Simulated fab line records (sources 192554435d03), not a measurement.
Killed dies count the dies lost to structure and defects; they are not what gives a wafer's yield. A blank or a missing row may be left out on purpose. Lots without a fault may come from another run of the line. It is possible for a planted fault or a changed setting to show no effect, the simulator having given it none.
Problem report in the 8D (eight disciplines) form, filled by code    flow n5-finfet    the parts of the form that need people (team, actions taken, sign-off) are left out

## 1. THE ISSUE
Wafers without a fault read 238 s, standard deviation 4; etch-rf-on-time-s at N5_PASSIVATION_VIA_ETCH_13 reads a mean of 124 s on 3 wafers belonging to 2 lots. Relative to the usual mean, that is a shift of -28 standard deviations.
The step: etches SiO2 in CHF3/O2, target depth 660 nm, time 330 s.
First observed at day 15 03:17: wafer L851.2, on rie-diel-03. The record holds 27 wafers of 9 lots with a number at this step. Rule for "out" (also "out of limits"): further than 4 standard deviations from the usual mean. All remaining wafers that have a number are taken as sound.

## 2. WHAT THIS IS AND IS NOT
question                     is                        is not
which readings at this step  etch-rf-on-time-s         O2_flow_sccm, drypump-motor-current-A, oes-product-au, rf-vpp-V, showerhead-plenum-p-Torr
which lots                   L849, L851                L838, L839, L845, L848, L857, L859, L860
which wafers of those lots   L849.3, L851.2, L851.3    L849.1, L849.4, L851.1
read on which tools          rie-diel-03, rie-diel-05  rie-diel-06
when                         from day 15 03:17         up to then (13 sound wafers); but 11 sound wafers of L849, L857, L859, L860 came after

## 3. SUSPECTS, AND WHAT RULES EACH OUT
Counting: any tool at a process step up to the reading remains a suspect provided it ran every lot that is out. Sound lots after the first of them don't rule it out here, since some wafers of a struck lot are sound.
- rie-diel-01 at N5_MIM_BOT_ETCH_STRIP_01 (strips in O2): kept. Every lot that is out went through it, the first being L851 (day 15 01:28); the last sound lot it ran before that was L839 (day 12 10:26).
- pecvd-03 at N5_PASSIVATION_PECVD_55 (deposits SiO2 from SiH4/N2O, target thk 400 nm, time 22.5 s): kept. Every lot that is out went through it, the first being L851 (day 15 01:59); the last sound lot it ran before that was L848 (day 14 16:31).
After counting, rie-diel-01 at N5_MIM_BOT_ETCH_STRIP_01 and pecvd-03 at N5_PASSIVATION_PECVD_55 remain.

## 4. THE CAUSE (what the simulator had put in)
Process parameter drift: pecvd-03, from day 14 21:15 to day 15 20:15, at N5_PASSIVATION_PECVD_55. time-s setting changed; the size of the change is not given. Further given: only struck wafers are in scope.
Of the 2 suspects that counting leaves, this tool is one.

## 5. SEQUENCE OF EFFECTS, ordered by route
One row per reading whose mean, taken over the struck wafers that have a number, lies over 3 standard deviations from the usual. Readings are gone through only where the record gives a usual standard deviation; hours: the median, over the lots, of the time from a lot's start at the first step in this table giving one to that lot's start at this step; sigmas: the change measured in usual standard deviations.
hours  step                        reading            usual  on struck wafers  change  sigmas
0      N5_PASSIVATION_VIA_ETCH_13  etch-rf-on-time-s  238 s  124               -114    -28
Here are the process steps it includes:
- N5_PASSIVATION_VIA_ETCH_13: etches SiO2 in CHF3/O2, target depth 660 nm, time 330 s.
Readings that are blank on the struck wafers while sound wafers have them: susceptor-temp-C at N5_PASSIVATION_PECVD_55.

## 6. HOW IT WOULD HAVE BEEN CAUGHT EARLIER
In this record the first reading out of limits was taken at day 15 03:17, 6 hours after the fault began at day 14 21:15.
Each of the lots that are out, 2 in all, had begun N5_PASSIVATION_PECVD_55 on pecvd-03 no later than day 15 03:17. Tool hold at that time: it would have spared none of them.
